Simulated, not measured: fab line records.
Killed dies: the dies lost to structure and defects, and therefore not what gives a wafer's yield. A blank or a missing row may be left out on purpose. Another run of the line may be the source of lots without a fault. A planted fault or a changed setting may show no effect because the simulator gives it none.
Chamber matching || flow n5_finfet || 3 sister chambers for N5_BEOL_M0_DEP_125 on pecvd-01
The step deposits SiCN from 3MS/NH3, target thk 8 nm, time 14 s. 6 wafers are shown with their chamber, then 12 later ones without.

== EACH WAFER AND ITS CHAMBER ==
{"wafer": "L086.3", "chamber": 2, "throttle_valve_pct (%)": 8.3, "showerhead_plenum_p_Torr (Torr)": 3.665}
{"wafer": "L090.4", "chamber": 2, "throttle_valve_pct (%)": 8.3, "showerhead_plenum_p_Torr (Torr)": 3.665}
{"wafer": "L091.5", "chamber": 0, "throttle_valve_pct (%)": 9.0, "showerhead_plenum_p_Torr (Torr)": 3.677}
{"wafer": "L094.3", "chamber": 1, "throttle_valve_pct (%)": 9.4, "showerhead_plenum_p_Torr (Torr)": 3.657}
{"wafer": "L094.4", "chamber": 0, "throttle_valve_pct (%)": 9.0, "showerhead_plenum_p_Torr (Torr)": 3.678}
{"wafer": "L094.5", "chamber": 1, "throttle_valve_pct (%)": 9.3, "showerhead_plenum_p_Torr (Torr)": 3.655}

== WAFERS WHOSE CHAMBER IS MISSING ==
{"wafer": "L092.1", "throttle_valve_pct (%)": 8.9, "showerhead_plenum_p_Torr (Torr)": 3.674}
{"wafer": "L092.2", "throttle_valve_pct (%)": 8.5, "showerhead_plenum_p_Torr (Torr)": 3.674}
{"wafer": "L092.5", "throttle_valve_pct (%)": 8.4, "showerhead_plenum_p_Torr (Torr)": 3.656}
{"wafer": "L096.1", "throttle_valve_pct (%)": 9.4, "showerhead_plenum_p_Torr (Torr)": 3.664}
{"wafer": "L096.2", "throttle_valve_pct (%)": 9.1, "showerhead_plenum_p_Torr (Torr)": 3.671}
{"wafer": "L096.3", "throttle_valve_pct (%)": 8.2, "showerhead_plenum_p_Torr (Torr)": 3.669}
{"wafer": "L096.4", "throttle_valve_pct (%)": 8.8, "showerhead_plenum_p_Torr (Torr)": 3.667}
{"wafer": "L096.5", "throttle_valve_pct (%)": 8.3, "showerhead_plenum_p_Torr (Torr)": 3.669}
{"wafer": "L096.6", "throttle_valve_pct (%)": 9.3, "showerhead_plenum_p_Torr (Torr)": 3.661}
{"wafer": "L097.2", "throttle_valve_pct (%)": 9.7, "showerhead_plenum_p_Torr (Torr)": 3.667}
{"wafer": "L097.3", "throttle_valve_pct (%)": 8.8, "showerhead_plenum_p_Torr (Torr)": 3.677}
{"wafer": "L097.5", "throttle_valve_pct (%)": 9.5, "showerhead_plenum_p_Torr (Torr)": 3.663}

== WHICH CHAMBER EACH WENT THROUGH ==
{"wafer": "L092.1", "from the rows above": 0, "in truth": 0}
{"wafer": "L092.2", "from the rows above": "can't be placed: 2 or 0", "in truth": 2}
{"wafer": "L092.5", "from the rows above": 2, "in truth": 2}
{"wafer": "L096.1", "from the rows above": 1, "in truth": 1}
{"wafer": "L096.2", "from the rows above": 0, "in truth": 0}
{"wafer": "L096.3", "from the rows above": 2, "in truth": 2}
{"wafer": "L096.4", "from the rows above": "can't be placed: 2 or 0", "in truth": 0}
{"wafer": "L096.5", "from the rows above": 2, "in truth": 2}
{"wafer": "L096.6", "from the rows above": 1, "in truth": 1}
{"wafer": "L097.2", "from the rows above": 1, "in truth": 1}
{"wafer": "L097.3", "from the rows above": 0, "in truth": 0}
{"wafer": "L097.5", "from the rows above": 1, "in truth": 1}
Correctly placed: 10 of 12. From these rows, 2 cannot be placed; in 2 the true chamber is one of the candidates. Number placed wrongly: 0.
How it was worked out, from the rows above alone: a wafer's distance from a chamber is the root of the sum, over the readings, of the square of ((its reading less the chamber's mean) divided by the reading's scatter). If the next closest chamber is less than 2 further off than the closest, the wafer can't be placed; otherwise it belongs to the closest. Each chamber's mean is taken over the wafers shown for it. The scatter is the square root of a quotient: the sum, over the shown wafers, of each reading's squared deviation from its chamber's mean, divided by wafers minus chambers.
